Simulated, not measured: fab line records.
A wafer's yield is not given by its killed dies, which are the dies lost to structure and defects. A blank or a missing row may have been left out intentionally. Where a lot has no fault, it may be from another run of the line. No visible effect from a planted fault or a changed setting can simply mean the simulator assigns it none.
Chamber matching | flow n5 finfet | N5_PASSIVATION_PECVD_00 on pecvd-01: 3 sister chambers
The step deposits SiO2 from SiH4/N2O, target thk 200 nm, time 11.2 s. 6 wafers are shown with their chamber, then 7 later ones without.

## EACH WAFER AND ITS CHAMBER
wafer  | chamber | throttle valve pct (%) | showerhead plenum p Torr (Torr)
L310.1 | 0       | 54.5                   | 8.15
L310.6 | 0       | 54.7                   | 8.14
L312.5 | 2       | 49.9                   | 8.01
L312.6 | 1       | 54.6                   | 8.12
L313.2 | 1       | 54.6                   | 8.15
L313.4 | 2       | 50.1                   | 8.02

## WAFERS MISSING THEIR CHAMBER
wafer  | throttle valve pct (%) | showerhead plenum p Torr (Torr)
L313.6 | 54.9                   | 8.16
L324.2 | 50.4                   | 8.00
L324.3 | 54.6                   | 8.15
L324.6 | 50.2                   | 8.03
L325.1 | 50.2                   | 7.99
L325.4 | 54.9                   | 8.14
L325.5 | 54.6                   | 8.15

## CHAMBER TAKEN BY EACH
wafer  | from the rows above     | in truth
L313.6 | can't be placed: 0 or 1 | 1
L324.2 | 2                       | 2
L324.3 | can't be placed: 0 or 1 | 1
L324.6 | 2                       | 2
L325.1 | 2                       | 2
L325.4 | can't be placed: 0 or 1 | 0
L325.5 | can't be placed: 0 or 1 | 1
Correctly placed: 3 of 7. Not placeable from these rows: 4 (in 4, the candidates include the true chamber). Wrongly placed: 0.
How it was worked out, from the rows above alone: a wafer's distance from a chamber is the root of the sum, over the readings, of the square of ((its reading less the chamber's mean) divided by the reading's scatter). The wafer belongs to the nearest chamber; if the next one is less than 2 further off, it can't be placed. Each chamber's mean is taken over the wafers shown for it. The scatter: the root of (the sum of the squares of (reading less its chamber's mean) over the shown wafers, divided by (wafers less chambers)).
